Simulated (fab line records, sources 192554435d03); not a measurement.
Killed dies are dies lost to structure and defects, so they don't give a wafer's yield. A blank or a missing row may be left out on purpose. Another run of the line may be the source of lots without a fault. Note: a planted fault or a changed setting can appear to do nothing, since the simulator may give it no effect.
fab line records -- flow n5_finfet
record lots=7, wafers=21
route steps=1938 shown BEOL_M12@1642 BEOL_M13@1696 BEOL_M14@1770 BEOL_M15@1773 MIM_TOP_LITHO@1843 PASSIVATION@1936
start_h: hours from the record's opening day to when the first of the lot's shown wafers began -- wait_h: hours since the lot's step before -- " same as the row above -- L1.1+2: a row that stands for several wafers -- - no value present, or no start provided -- * or withheld: withheld -- < > ~ a bound
route shown NAME@n: a module of which the file shows steps, and the number in the route of the first -- usual: the fault-free wafers' mean and standard deviation -- same: alike in all rows -- chamber/n: place in a boat -- sites: readings site by site -- _std_site: the values' standard deviation -- _edge_site: inner sites' mean taken away from outer sites' mean -- radius_mm: how far each site lies from the wafer's centre -- mask NAME#n: copy n -- behind: the tool/chamber that last shaped the wafer -- hold: reason for holding the lot/hours on hold/outcome of the hold -- device: names the non-switching transistor (n, p or np) -- end of line: the route-end tests of the same wafers -- a step without rows: its recipe alone -- killed: dies that structure and defects cost at the first sort, which is not the same as the wafer's yield -- map: dies across one wafer; x = killed, . = not, _ = none there
set.NAME: the setting the step ran with; set.NAME@STEP: the setting that earlier step ran with -- model.NAME: the simulator's own value behind a step, which no gauge read
lots where settings were altered on purpose, with a table for each step and a row for each wafer
## steps
# step N5_BEOL_M12_STRIP_37
# recipe chemistry=N2/H2, power_w=1000, temp_c=250, h2_frac=0.65, overash_fraction=0.3, pressure_mtorr=withheld, n2_flow_sccm=1750, h2_flow_sccm=3250
lot.wafer,tool,chamber,start_h,wait_h,set.h2_flow_sccm
L075.2+5,plasma_asher-01,"0,1",248.19,0.0,3250
L075.6,plasma_asher-01,0,248.19,0.0,3460
L080.1+2+3,plasma_asher-02,"1,0,0",277.53,0.0,3250
L083.1+4,plasma_asher-01,"1,0",303.92,0.0,3341
L083.6,plasma_asher-01,1,303.92,0.0,3250
L088.1+4+5,plasma_asher-01,"0,1,1",325.40,0.0,3250
L086.2,plasma_asher-02,0,327.88,0.0,3118
L086.3+4,plasma_asher-02,"0,1",327.88,0.0,3250
L087.2,plasma_asher-01,0,330.79,0.0,3016
L087.3+4,plasma_asher-01,"1,0",330.79,0.0,3250
L096.2+6,plasma_asher-01,1,378.77,0.0,3250
L096.4,plasma_asher-01,1,378.77,0.0,3473
# step N5_BEOL_M12_ETCH_38
# recipe chemistry=CF4/N2, target=SiCN, target_depth_a=687, taper_deg=2, time_s=73.4, ion_energy_ev=150, mask_material=SiO2, pressure_mtorr=40, source_w=430, bias_w=70, Ar_flow_sccm=100, cf4_flow_sccm=60, n2_flow_sccm=60
# step N5_BEOL_M12_PRECLEAN_39
# recipe chemistry=residue_remover, time_s=60, temp_c=40
# step N5_BEOL_M12_ECD_47
# recipe material=Cu, target_thk_a=7200
# step N5_BEOL_M12_ANNEAL_48
# recipe temp_c=225, time_s=90, ambient=N2
# step N5_BEOL_M12_CMP_49
# recipe stop_on=SiOC, t_overpolish_s=20.6, down_force_psi=1, platen_rpm=50, clearing_platen_down_force_psi=1.5, clearing_platen_rpm=50, post_cmp_clean=cu_alkaline, target_thk_nm=320, clearing_platen_pad_velocity_m_s=0.99484, pad_velocity_m_s=0.99484
lot.wafer,tool,chamber,start_h,wait_h,set.time_s@BEOL_M12_TRENCH_ETCH_34,model.Cu_of_BEOL_M12_ECD_47.thk_nm
L075.2+6,cmp-03,"2,1",250.00,0.3,125.5,319
L075.5,cmp-03,0,250.00,0.3,125.5,317.8
L080.1,cmp-04,0,283.74,0.3,125.5,323
L080.2,cmp-04,1,283.74,0.3,125.5,321
L080.3,cmp-04,2,283.74,0.3,125.5,320.4
L083.4,cmp-04,3,305.19,0.2,113.8,286.6
L083.1,cmp-04,0,305.19,0.2,125.5,323.6
L083.6,cmp-04,3,305.19,0.2,125.5,323.8
L088.4,cmp-03,0,327.70,0.2,125.5,324
L088.1,cmp-03,1,327.70,0.2,118.1,307.4
L088.5,cmp-03,3,327.70,0.2,125.5,330.6
L086.2,cmp-04,3,330.78,0.2,152.4,392.2
L086.3,cmp-04,1,330.78,0.2,125.5,315.2
L086.4,cmp-04,2,330.78,0.2,152.4,389.6
L087.4,cmp-04,1,334.82,0.1,125.5,321
L087.2,cmp-04,3,334.82,0.1,125.5,314.4
L087.3,cmp-04,0,334.82,0.1,125.5,322
L096.2,cmp-03,2,381.47,0.2,125.5,327
L096.4,cmp-03,3,381.47,0.2,125.5,323
L096.6,cmp-03,2,381.47,0.2,125.5,319.4
# step N5_BEOL_M12_THK_MEAS_50
# recipe thk_meas_gauge=xrf, reads=Cu_of_BEOL_M12_ECD_47
# usual M12_THK=320/5.4
lot.wafer,tool,chamber,start_h,wait_h,set.time_s@BEOL_M12_TRENCH_ETCH_34,M12_THK[nm]
L075.2,film_metro-02,-,250.22,-,125.5,317
L075.5,film_metro-02,-,250.22,-,125.5,316
L075.6,film_metro-02,-,250.22,-,125.5,318
L080.1,film_metro-02,-,284.03,-,125.5,319
L080.2,film_metro-02,-,284.03,-,125.5,316
L080.3,film_metro-02,-,284.03,-,125.5,315
L083.1,film_metro-02,-,305.45,-,125.5,322
L083.4,film_metro-02,-,305.45,-,113.8,285
L083.6,film_metro-02,-,305.45,-,125.5,322
L088.1,film_metro-02,-,327.92,-,118.1,304
L088.4,film_metro-02,-,327.92,-,125.5,322
L088.5,film_metro-02,-,327.92,-,125.5,328
L086.2,film_metro-01,-,331.08,-,152.4,393
L086.3,film_metro-01,-,331.08,-,125.5,316
L086.4,film_metro-01,-,331.08,-,152.4,392
L087.2,film_metro-02,-,335.11,-,125.5,312
L087.3,film_metro-02,-,335.11,-,125.5,320
L087.4,film_metro-02,-,335.11,-,125.5,317
L096.2,film_metro-02,-,381.77,-,125.5,326
L096.4,film_metro-02,-,381.77,-,125.5,322
L096.6,film_metro-02,-,381.77,-,125.5,317
# step N5_BEOL_M12_PRE_CLEAN_52
# recipe gas=NH3, time_s=15, temp_c=withheld, rf_power_w=300
# step N5_BEOL_M12_DEP_53
# recipe material=SiCN, target_thk_a=300, temp_c=withheld, precursor=3MS/NH3, pressure_torr=3, rf_w=675, time_s=10.5
# step N5_BEOL_M12_RS_MEAS_54
# recipe thk_meas_gauge=four-point-probe, reads=Cu_of_BEOL_M12_ECD_47+Ta_of_BEOL_M12_SPUTTER_44+TaN_of_BEOL_M12_SPUTTER_43
# usual M12_RS=0.0601/0.0009
lot.wafer,tool,chamber,start_h,wait_h,set.time_s@BEOL_M12_TRENCH_ETCH_34,M12_RS[ohm/sq]
L075.2,film_metro-02,-,250.34,0.0,125.5,0.0604
L075.5,film_metro-02,-,250.34,0.0,125.5,0.0605
L075.6,film_metro-02,-,250.34,0.0,125.5,0.0604
L080.1,film_metro-02,-,284.16,0.0,125.5,0.0595
L080.2,film_metro-02,-,284.16,0.0,125.5,0.0600
L080.3,film_metro-02,-,284.16,0.0,125.5,0.0601
L083.1,film_metro-02,-,305.57,0.0,125.5,0.0595
L083.4,film_metro-02,-,305.57,0.0,113.8,0.0677
L083.6,film_metro-02,-,305.57,0.0,125.5,0.0594
L088.1,film_metro-02,-,328.05,0.0,118.1,0.0627
L088.4,film_metro-02,-,328.05,0.0,125.5,0.0593
L088.5,film_metro-02,-,328.05,0.0,125.5,0.0582
L086.2,film_metro-02,-,331.20,0.0,152.4,0.0488
L086.3,film_metro-02,-,331.20,0.0,125.5,0.0613
L086.4,film_metro-02,-,331.20,0.0,152.4,0.0490
L087.2,film_metro-02,-,335.24,0.0,125.5,0.0613
L087.3,film_metro-02,-,335.24,0.0,125.5,0.0598
L087.4,film_metro-02,-,335.24,0.0,125.5,0.0600
L096.2,film_metro-02,-,381.92,0.1,125.5,0.0589
L096.4,film_metro-02,-,381.92,0.1,125.5,0.0597
L096.6,film_metro-02,-,381.92,0.1,125.5,0.0603
# step N5_BEOL_M13_TRENCH_ETCH_34
# recipe chemistry=C4F8/O2/Ar, target=SiOC, target_depth_a=4134.7, mask_material=SOC, pressure_mtorr=30, source_w=3000, bias_w=700, Ar_flow_sccm=400, C4F8_flow_sccm=15, O2_flow_sccm=8, he_inner_torr=15, he_outer_torr=30, time_s=162.6, ion_energy_ev=250
lot.wafer,tool,chamber,start_h,wait_h,set.time_s,model.etch.depth_nm
L075.2,rie_diel-03,1,252.47,0.0,162.6,427.7
L075.5,rie_diel-03,1,252.47,0.0,162.6,425
L075.6,rie_diel-03,0,252.47,0.0,162.6,405.2
L080.1,rie_diel-05,2,286.45,0.0,162.6,412.7
L080.2,rie_diel-05,0,286.45,0.0,162.6,413.1
L080.3,rie_diel-05,1,286.45,0.0,162.6,418.3
L083.1,rie_diel-05,1,307.81,0.0,162.6,413.3
L083.4,rie_diel-05,3,307.81,0.0,162.6,423.6
L083.6,rie_diel-05,0,307.81,0.0,162.6,411.3
L088.1,rie_diel-03,3,330.33,0.0,162.6,419
L088.4,rie_diel-03,2,330.33,0.0,131.2,332.7
L088.5,rie_diel-03,2,330.33,0.0,162.6,408.9
L086.2,rie_diel-04,0,333.30,0.0,162.6,410.6
L086.3,rie_diel-04,2,333.30,0.0,148.7,371.4
L086.4,rie_diel-04,1,333.30,0.0,162.6,424.5
L087.2,rie_diel-03,0,337.41,0.0,130.6,326
L087.3,rie_diel-03,1,337.41,0.0,130.6,336.5
L087.4,rie_diel-03,3,337.41,0.0,162.6,417.2
L096.2,rie_diel-05,3,384.50,0.0,193.1,499.5
L096.4,rie_diel-05,1,384.50,0.0,162.6,414.5
L096.6,rie_diel-05,3,384.50,0.0,162.6,423.1
# step N5_BEOL_M13_STRIP_70
# recipe chemistry=C4F8/O2/Ar, resist=SiARC, rf_frequency_hz=6e+07
# step N5_BEOL_M13_OCD_MEAS_35
# usual trench_depth_nm=414/6.2
lot.wafer,tool,chamber,start_h,wait_h,set.time_s@BEOL_M13_TRENCH_ETCH_34,trench_depth_nm
L075.2,ocd-01,-,252.64,0.0,162.6,428
L075.5,ocd-01,-,252.64,0.0,162.6,426
L075.6,ocd-01,-,252.64,0.0,162.6,405
L080.1,ocd-01,-,286.63,0.0,162.6,412
L080.2,ocd-01,-,286.63,0.0,162.6,413
L080.3,ocd-01,-,286.63,0.0,162.6,419
L083.1,ocd-01,-,307.99,0.0,162.6,414
L083.4,ocd-01,-,307.99,0.0,162.6,424
L083.6,ocd-01,-,307.99,0.0,162.6,412
L088.1,ocd-02,-,330.51,0.0,162.6,419
L088.4,ocd-02,-,330.51,0.0,131.2,333
L088.5,ocd-02,-,330.51,0.0,162.6,409
L086.2,ocd-01,-,333.48,0.0,162.6,411
L086.3,ocd-01,-,333.48,0.0,148.7,371
L086.4,ocd-01,-,333.48,0.0,162.6,425
L087.2,ocd-01,-,337.59,0.0,130.6,326
L087.3,ocd-01,-,337.59,0.0,130.6,336
L087.4,ocd-01,-,337.59,0.0,162.6,417
L096.2,ocd-01,-,384.67,0.0,193.1,499
L096.4,ocd-01,-,384.67,0.0,162.6,415
L096.6,ocd-01,-,384.67,0.0,162.6,423
# step N5_BEOL_M13_STRIP_37
# recipe chemistry=N2/H2, power_w=1000, temp_c=250, h2_frac=0.65, overash_fraction=0.3, pressure_mtorr=withheld, n2_flow_sccm=1750, h2_flow_sccm=3250
# step N5_BEOL_M13_ETCH_38
# recipe chemistry=CF4/N2, target=SiCN, target_depth_a=675, taper_deg=2, time_s=71.9, ion_energy_ev=150, mask_material=SiO2, pressure_mtorr=40, source_w=430, bias_w=70, Ar_flow_sccm=100, cf4_flow_sccm=60, n2_flow_sccm=60
# step N5_BEOL_M13_ECD_47
# recipe material=Cu, target_thk_a=9360
# step N5_BEOL_M13_ANNEAL_48
# recipe temp_c=225, time_s=90, ambient=N2
# step N5_BEOL_M13_CMP_49
# recipe stop_on=SiOC, t_overpolish_s=17.1, down_force_psi=1, platen_rpm=50, clearing_platen_down_force_psi=1.5, clearing_platen_rpm=50, post_cmp_clean=cu_alkaline, target_thk_nm=420, clearing_platen_pad_velocity_m_s=0.99484, pad_velocity_m_s=0.99484
lot.wafer,tool,chamber,start_h,wait_h,set.time_s@BEOL_M13_TRENCH_ETCH_34,model.Cu_of_BEOL_M13_ECD_47.thk_nm
L075.2,cmp-01,3,256.15,0.3,162.6,433.4
L075.5,cmp-01,0,256.15,0.3,162.6,434
L075.6,cmp-01,1,256.15,0.3,162.6,410.8
L080.3,cmp-02,2,290.32,0.2,162.6,423.6
L080.1,cmp-02,0,290.32,0.2,162.6,419.4
L080.2,cmp-02,1,290.32,0.2,162.6,418.8
L083.4,cmp-04,3,311.00,0.2,162.6,427.8
L083.1,cmp-04,0,311.00,0.2,162.6,419.2
L083.6,cmp-04,2,311.00,0.2,162.6,416.2
L088.4,cmp-04,2,334.45,0.1,131.2,339.2
L088.1,cmp-04,0,334.45,0.1,162.6,426.6
L088.5,cmp-04,3,334.45,0.1,162.6,415.4
L086.3,cmp-02,3,338.47,0.2,148.7,378.8
L086.4,cmp-02,0,338.47,0.2,162.6,431.6
L086.2,cmp-02,2,338.47,0.2,162.6,416.2
L087.4,cmp-01,3,339.34,0.2,162.6,424.2
L087.3,cmp-01,0,339.34,0.2,130.6,344.2
L087.2,cmp-01,1,339.34,0.2,130.6,333
L096.4,cmp-04,0,388.89,0.1,162.6,420.4
L096.2,cmp-04,2,388.89,0.1,193.1,506
L096.6,cmp-04,0,388.89,0.1,162.6,429.6
# step N5_BEOL_M13_THK_MEAS_50
# recipe thk_meas_gauge=xrf, reads=Cu_of_BEOL_M13_ECD_47
# usual M13_THK=422/7.5
lot.wafer,tool,chamber,start_h,wait_h,set.time_s@BEOL_M13_TRENCH_ETCH_34,M13_THK[nm]
L075.2,film_metro-01,-,256.33,-,162.6,436
L075.5,film_metro-01,-,256.33,-,162.6,438
L075.6,film_metro-01,-,256.33,-,162.6,412
L080.1,film_metro-02,-,290.62,-,162.6,414
L080.2,film_metro-02,-,290.62,-,162.6,417
L080.3,film_metro-02,-,290.62,-,162.6,419
L083.1,film_metro-01,-,311.26,-,162.6,423
L083.4,film_metro-01,-,311.26,-,162.6,434
L083.6,film_metro-01,-,311.26,-,162.6,421
L088.1,film_metro-02,-,334.74,-,162.6,426
L088.4,film_metro-02,-,334.74,-,131.2,338
L088.5,film_metro-02,-,334.74,-,162.6,415
L086.2,film_metro-01,-,338.77,-,162.6,416
L086.3,film_metro-01,-,338.77,-,148.7,382
L086.4,film_metro-01,-,338.77,-,162.6,436
L087.2,film_metro-02,-,339.60,-,130.6,330
L087.3,film_metro-02,-,339.60,-,130.6,342
L087.4,film_metro-02,-,339.60,-,162.6,422
L096.2,film_metro-02,-,389.19,-,193.1,502
L096.4,film_metro-02,-,389.19,-,162.6,415
L096.6,film_metro-02,-,389.19,-,162.6,424
# step N5_BEOL_M13_PRE_CLEAN_52
# recipe gas=NH3, time_s=15, temp_c=withheld, rf_power_w=300
# step N5_BEOL_M13_DEP_53
# recipe material=SiCN, target_thk_a=500, temp_c=withheld, precursor=3MS/NH3, pressure_torr=3, rf_w=675, time_s=17.8
# step N5_BEOL_M13_RS_MEAS_54
# recipe thk_meas_gauge=four-point-probe, reads=Cu_of_BEOL_M13_ECD_47+Ta_of_BEOL_M13_SPUTTER_44+TaN_of_BEOL_M13_SPUTTER_43
# usual M13_RS=0.0449/0.0007
lot.wafer,tool,chamber,start_h,wait_h,set.time_s@BEOL_M13_TRENCH_ETCH_34,M13_RS[ohm/sq]
L075.2,film_metro-01,-,256.46,0.1,162.6,0.0434
L075.5,film_metro-01,-,256.46,0.1,162.6,0.0433
L075.6,film_metro-01,-,256.46,0.1,162.6,0.0459
L080.1,film_metro-01,-,290.75,0.0,162.6,0.0449
L080.2,film_metro-01,-,290.75,0.0,162.6,0.0450
L080.3,film_metro-01,-,290.75,0.0,162.6,0.0444
L083.1,film_metro-01,-,311.39,0.0,162.6,0.0449
L083.4,film_metro-01,-,311.39,0.0,162.6,0.0441
L083.6,film_metro-01,-,311.39,0.0,162.6,0.0454
L088.1,film_metro-02,-,334.87,0.0,162.6,0.0444
L088.4,film_metro-02,-,334.87,0.0,131.2,0.0563
L088.5,film_metro-02,-,334.87,0.0,162.6,0.0456
L086.2,film_metro-02,-,338.90,0.1,162.6,0.0455
L086.3,film_metro-02,-,338.90,0.1,148.7,0.0501
L086.4,film_metro-02,-,338.90,0.1,162.6,0.0437
L087.2,film_metro-01,-,339.73,0.1,130.6,0.0572
L087.3,film_metro-01,-,339.73,0.1,130.6,0.0551
L087.4,film_metro-01,-,339.73,0.1,162.6,0.0444
L096.2,film_metro-01,-,389.31,0.1,193.1,0.0371
L096.4,film_metro-01,-,389.31,0.1,162.6,0.0448
L096.6,film_metro-01,-,389.31,0.1,162.6,0.0439
# step N5_BEOL_M14_DEP_53
# recipe material=SiCN, target_thk_a=500, temp_c=withheld, precursor=3MS/NH3, pressure_torr=3, rf_w=675, time_s=17.8
lot.wafer,tool,chamber,start_h,wait_h,set.time_s,model.SiCN_of_BEOL_M14_DEP_53.thk_nm
L075.2,pecvd-04,0,262.31,0.0,19.39,54.4
L075.5,pecvd-04,2,262.31,0.0,17.8,50.6
L075.6,pecvd-04,0,262.31,0.0,19.39,55.8
L080.1+3,pecvd-04,"1,2",297.07,0.0,17.8,49.6
L080.2,pecvd-04,0,297.07,0.0,17.8,50.2
L083.1,pecvd-02,1,315.71,0.0,17.8,49.4
L083.4,pecvd-02,1,315.71,0.0,17.8,51.2
L083.6,pecvd-02,0,315.71,0.0,17.8,50.8
L088.1,pecvd-02,1,339.07,0.0,17.8,50
L088.4,pecvd-02,2,339.07,0.0,17.8,51.6
L088.5,pecvd-02,1,339.07,0.0,17.8,51
L086.2,pecvd-03,1,344.86,0.0,17.8,48.6
L086.3,pecvd-03,1,344.86,0.0,17.8,49.4
L086.4,pecvd-03,2,344.86,0.0,19.39,53.4
L087.2,pecvd-03,2,347.99,0.0,17.8,49.2
L087.3,pecvd-03,1,347.99,0.0,17.8,50.4
L087.4,pecvd-03,2,347.99,0.0,17.8,50.2
L096.2,pecvd-02,1,395.87,0.0,19.19,54
L096.4,pecvd-02,0,395.87,0.0,17.8,51.2
L096.6,pecvd-02,1,395.87,0.0,17.8,50.6
# step N5_BEOL_M15_ILD_DEP_00
# recipe material=SiO2, target_thk_a=16293, temp_c=400, precursor=TEOS/O2, pressure_torr=6.5, rf_w=900, teos_flow_sccm=161.4, gas=O2, flow_sccm=2650, time_s=346.1
lot.wafer,tool,chamber,start_h,wait_h,set.temp_c,model.SiO2_of_BEOL_M15_ILD_DEP_00.thk_nm
L075.2,pecvd-01,1,262.44,0.0,397.3,1649
L075.5,pecvd-01,1,262.44,0.0,400,1624
L075.6,pecvd-01,0,262.44,0.0,397.3,1650
L080.1,pecvd-01,0,297.20,0.0,400,1608
L080.2,pecvd-01,2,297.20,0.0,400,1646
L080.3,pecvd-01,1,297.20,0.0,400,1615
L083.1,pecvd-03,2,315.83,0.0,392.3,1695
L083.4,pecvd-03,0,315.83,0.0,400,1634
L083.6,pecvd-03,1,315.83,0.0,392.3,1717
L088.1,pecvd-02,1,339.20,0.0,394.7,1686
L088.4,pecvd-02,1,339.20,0.0,400,1642
L088.5,pecvd-02,0,339.20,0.0,394.7,1724
L086.2,pecvd-02,0,345.01,0.0,400,1634
L086.3,pecvd-02,1,345.01,0.0,400,1604
L086.4,pecvd-02,2,345.01,0.0,393.2,1698
L087.2,pecvd-01,0,348.14,0.0,393.2,1679
L087.3,pecvd-01,2,348.14,0.0,400,1629
L087.4,pecvd-01,2,348.14,0.0,393.2,1726
L096.2,pecvd-01,2,396.00,0.0,400,1642
L096.4,pecvd-01,2,396.00,0.0,407.4,1572
L096.6,pecvd-01,2,396.00,0.0,407.4,1588
# step N5_BEOL_M15_THK_MEAS_01
# recipe reads=SiO2_of_BEOL_M15_ILD_DEP_00
# usual M15_ILD_THK=1630/21
lot.wafer,tool,chamber,start_h,wait_h,set.temp_c@BEOL_M15_ILD_DEP_00,M15_ILD_THK[nm]
L075.2,film_metro-01,-,262.69,0.1,397.3,1649
L075.5,film_metro-01,-,262.69,0.1,400,1623
L075.6,film_metro-01,-,262.69,0.1,397.3,1651
L080.1,film_metro-02,-,297.45,0.1,400,1609
L080.2,film_metro-02,-,297.45,0.1,400,1648
L080.3,film_metro-02,-,297.45,0.1,400,1615
L083.1,film_metro-02,-,316.08,0.1,392.3,1694
L083.4,film_metro-02,-,316.08,0.1,400,1634
L083.6,film_metro-02,-,316.08,0.1,392.3,1717
L088.1,film_metro-01,-,339.45,0.1,394.7,1685
L088.4,film_metro-01,-,339.45,0.1,400,1642
L088.5,film_metro-01,-,339.45,0.1,394.7,1724
L086.2,film_metro-02,-,345.26,0.1,400,1635
L086.3,film_metro-02,-,345.26,0.1,400,1605
L086.4,film_metro-02,-,345.26,0.1,393.2,1699
L087.2,film_metro-01,-,348.39,0.1,393.2,1679
L087.3,film_metro-01,-,348.39,0.1,400,1628
L087.4,film_metro-01,-,348.39,0.1,393.2,1725
L096.2,film_metro-02,-,396.36,0.3,400,1644
L096.4,film_metro-02,-,396.36,0.3,407.4,1572
L096.6,film_metro-02,-,396.36,0.3,407.4,1587
# step N5_BEOL_M15_COAT_58
# recipe resist=BARC, temp_c=205, time_s=60, spin_rpm=1500, resist_thk_nm=89
# step N5_BEOL_M15_COAT_04
# recipe spin_rpm=1704, resist_thk_nm=800
# step N5_BEOL_M15_DESCUM_15
# recipe chemistry=O2, time_s=7.9, source_power_w=50, bias_power_w=20, pressure_mtorr=20, rf_frequency_hz=2.712e+07, temp_c=40, o2_flow_sccm=225
# step N5_BEOL_M15_ETCH_59
# recipe chemistry=N2/H2, target=BARC, target_depth_a=890, overetch_a=267, time_s=67.9, ion_energy_ev=200, pressure_mtorr=30, source_w=840, bias_w=150, n2_flow_sccm=200, h2_flow_sccm=200
# step N5_BEOL_M15_VIA_ETCH_16
# recipe chemistry=C4F8/O2/Ar, target=SiO2, he_inner_torr=15, he_outer_torr=30, target_depth_a=17922, time_s=withheld, ion_energy_ev=800, pressure_mtorr=20, source_w=1905, bias_w=2040, Ar_flow_sccm=400, C4F8_flow_sccm=16, O2_flow_sccm=12, ends=cleared
lot.wafer,tool,chamber,start_h,wait_h,set.temp_c@BEOL_M15_ILD_DEP_00,model.etch.depth_nm
L075.2,rie_diel-03,2,263.32,0.0,397.3,1649
L075.5,rie_diel-03,3,263.32,0.0,400,1624
L075.6,rie_diel-03,2,263.32,0.0,397.3,1650
L080.1,rie_diel-03,1,297.93,0.0,400,1608
L080.2,rie_diel-03,3,297.93,0.0,400,1646
L080.3,rie_diel-03,0,297.93,0.0,400,1615
L083.1,rie_diel-04,3,316.69,0.0,392.3,1695
L083.4,rie_diel-04,0,316.69,0.0,400,1634
L083.6,rie_diel-04,3,316.69,0.0,392.3,1717
L088.1,rie_diel-04,0,340.05,0.0,394.7,1686
L088.4,rie_diel-04,3,340.05,0.0,400,1642
L088.5,rie_diel-04,0,340.05,0.0,394.7,1724
L086.2,rie_diel-04,0,345.86,0.0,400,1634
L086.3,rie_diel-04,1,345.86,0.0,400,1604
L086.4,rie_diel-04,2,345.86,0.0,393.2,1698
L087.2,rie_diel-05,3,348.94,0.0,393.2,1679
L087.3,rie_diel-05,2,348.94,0.0,400,1629
L087.4,rie_diel-05,0,348.94,0.0,393.2,1726
L096.2,rie_diel-04,2,396.84,0.0,400,1642
L096.4,rie_diel-04,3,396.84,0.0,407.4,1572
L096.6,rie_diel-04,1,396.84,0.0,407.4,1588
# step N5_MIM_TOP_LITHO_EXPOSE_05
# recipe mask_id=MIM_TOP, na=0.55, source_shape=conventional, sigma_outer=0.8, polarization=unpolarized, target_cd_nm=2000, dose_mj=20.5
lot.wafer,tool,chamber,start_h,wait_h,mask,set.dose_mj
L075.2+5+6,krf_scanner-01,0,282.24,-,MIM_TOP#0,20.5
L080.1+2+3,krf_scanner-02,0,305.24,-,MIM_TOP#0,20.5
L083.1,krf_scanner-02,0,326.87,-,MIM_TOP#0,21.27
L083.4+6,krf_scanner-02,0,326.87,-,MIM_TOP#0,20.5
L088.1+4+5,krf_scanner-01,0,348.80,-,MIM_TOP#0,20.5
L086.2,krf_scanner-01,0,354.11,-,MIM_TOP#0,20.5
L086.3+4,krf_scanner-01,0,354.11,-,MIM_TOP#0,19.67
L087.2+3+4,krf_scanner-02,0,362.62,-,MIM_TOP#0,20.5
L096.2+4,krf_scanner-02,0,408.08,-,MIM_TOP#0,19.33
L096.6,krf_scanner-02,0,408.08,-,MIM_TOP#0,20.5
# step N5_MIM_TOP_LITHO_PEB_06
# recipe peb_temp_c=withheld, peb_time_s=*
# step N5_MIM_TOP_LITHO_DEVELOP_07
# recipe develop_time_s=60, rinse_liquid=diw, dry=air_spin, dev_temp_c=21
# step N5_MIM_TOP_LITHO_HARDBAKE_09
# recipe temp_c=130, time_s=120
# step N5_MIM_TOP_LITHO_CD_MEAS_08
# recipe target_cd_nm=2000, landing_energy_ev=500, detector=se_inlens
# usual cd_nm=1999.9/1.9
lot.wafer,tool,chamber,start_h,wait_h,set.dose_mj@MIM_TOP_LITHO_EXPOSE_05,cd_nm
L075.2,cd_sem-01,0,282.41,-,20.5,1996.1
L075.5,cd_sem-01,0,282.41,-,20.5,1997.0
L075.6,cd_sem-01,0,282.41,-,20.5,1998.4
L080.1,cd_sem-02,0,305.41,-,20.5,1999.8
L080.2,cd_sem-02,0,305.41,-,20.5,1999.3
L080.3,cd_sem-02,0,305.41,-,20.5,2003.7
L083.1,cd_sem-03,0,327.04,-,21.27,1994.1
L083.4,cd_sem-03,0,327.04,-,20.5,1997.2
L083.6,cd_sem-03,0,327.04,-,20.5,1999.4
L088.1,cd_sem-01,0,348.97,-,20.5,1999.8
L088.4,cd_sem-01,0,348.97,-,20.5,2002.8
L088.5,cd_sem-01,0,348.97,-,20.5,2002.5
L086.2,cd_sem-02,0,354.28,-,20.5,1998.0
L086.3,cd_sem-02,0,354.28,-,19.67,2005.8
L086.4,cd_sem-02,0,354.28,-,19.67,2004.6
L087.2,cd_sem-02,0,362.79,-,20.5,2004.0
L087.3,cd_sem-02,0,362.79,-,20.5,2001.7
L087.4,cd_sem-02,0,362.79,-,20.5,2001.6
L096.2,cd_sem-02,0,408.25,-,19.33,2013.3
L096.4,cd_sem-02,0,408.25,-,19.33,2008.7
L096.6,cd_sem-02,0,408.25,-,20.5,1997.8
# step N5_PASSIVATION_PROBE_49
# usual sort_bin_8_speed=0.00/0.014
lot.wafer,tool,chamber,start_h,wait_h,set.source_w@MOL_CONTACT_COAG_ETCH_15,set.spin_rpm@BEOL_M2_COAT_67,set.time_s@BEOL_M14_DEP_53,sort_bin_8_speed[%]
L075.2,prober-02,-,293.97,0.1,395,1500,19.39,0
L075.5,prober-02,-,294.12,0.2,395,1393,17.8,0
L075.6,prober-02,-,294.17,0.3,395,1500,19.39,0
L080.1,prober-01,-,317.22,0.0,395,1500,17.8,0
L080.2,prober-01,-,317.27,0.1,395,1500,17.8,0
L080.3,prober-01,-,317.32,0.1,395,1500,17.8,0
L083.1,prober-02,-,338.61,0.0,344.5,1500,17.8,0.34
L083.4,prober-02,-,338.76,0.2,395,1500,17.8,0
L083.6,prober-02,-,338.86,0.3,395,1500,17.8,0
L088.1,prober-02,-,358.99,0.0,395,1641,17.8,0
L088.4,prober-02,-,359.14,0.2,415.3,1500,17.8,0
L088.5,prober-02,-,359.19,0.2,415.3,1500,17.8,0
L086.2,prober-02,-,364.58,0.1,395,1444,17.8,0
L086.3,prober-02,-,364.63,0.1,395,1444,17.8,0
L086.4,prober-02,-,364.68,0.2,395,1500,19.39,0
L087.2,prober-01,-,376.06,0.1,395,1500,17.8,0.08
L087.3,prober-01,-,376.11,0.1,395,1571,17.8,0
L087.4,prober-01,-,376.16,0.2,395,1571,17.8,0
L096.2,prober-02,-,419.89,0.1,395,1500,19.19,0
L096.4,prober-02,-,419.99,0.2,395,1436,17.8,0
L096.6,prober-02,-,420.09,0.3,395,1436,17.8,0
## key
split step=N5_BEOL_M12_STRIP_37, setting=h2_flow_sccm, stated=3250, by=wafer
response none clear
split step=N5_BEOL_M13_TRENCH_ETCH_34, setting=time_s, stated=162.6, by=wafer
response step=N5_BEOL_M13_TRENCH_ETCH_34, reading=model.etch.depth_nm, change=+4.36, per=1%, r=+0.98
response step=N5_BEOL_M13_OCD_MEAS_35, reading=trench_depth_nm, change=+4.37, per=1%, r=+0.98
response step=N5_BEOL_M13_CMP_49, reading=model.Cu_of_BEOL_M13_ECD_47.thk_nm, change=+4.36, per=1%, r=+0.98
response step=N5_BEOL_M13_THK_MEAS_50, reading=M13_THK, change=+4.39, per=1%, r=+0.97
response step=N5_BEOL_M13_RS_MEAS_54, reading=M13_RS, change=-0.000533, per=1%, r=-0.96
split step=N5_BEOL_M14_DEP_53, setting=time_s, stated=17.8, by=wafer
response step=N5_BEOL_M14_DEP_53, reading=model.SiCN_of_BEOL_M14_DEP_53.thk_nm, change=+0.47, per=1%, r=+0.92
response step=N5_PASSIVATION_PROBE_49, reading=sort_bin_8_speed, slope=+0.00851, per=1%, together_with=source_w@MOL_CONTACT_COAG_ETCH_15,spin_rpm@BEOL_M2_COAT_67, explained=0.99
split step=N5_BEOL_M15_ILD_DEP_00, setting=temp_c, stated=400, by=wafer
response step=N5_BEOL_M15_ILD_DEP_00, reading=model.SiO2_of_BEOL_M15_ILD_DEP_00.thk_nm, change=-40.6, per=1%, r=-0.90
response step=N5_BEOL_M15_THK_MEAS_01, reading=M15_ILD_THK, change=-40.9, per=1%, r=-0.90
response step=N5_BEOL_M15_VIA_ETCH_16, reading=model.etch.depth_nm, change=-40.6, per=1%, r=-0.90
split step=N5_MIM_TOP_LITHO_EXPOSE_05, setting=dose_mj, stated=20.5, by=wafer
response step=N5_MIM_TOP_LITHO_CD_MEAS_08, reading=cd_nm, change=-1.91, per=1%, r=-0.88
split outside_this_file step=N5_MOL_CONTACT_COAG_ETCH_15 setting=source_w
split outside_this_file step=N5_BEOL_M2_COAT_67 setting=spin_rpm
split outside_this_file step=N5_BEOL_M12_TRENCH_ETCH_34 setting=time_s
# split outside_this_file: this setting was split too, and the file shows its column; the key of that split is in another file
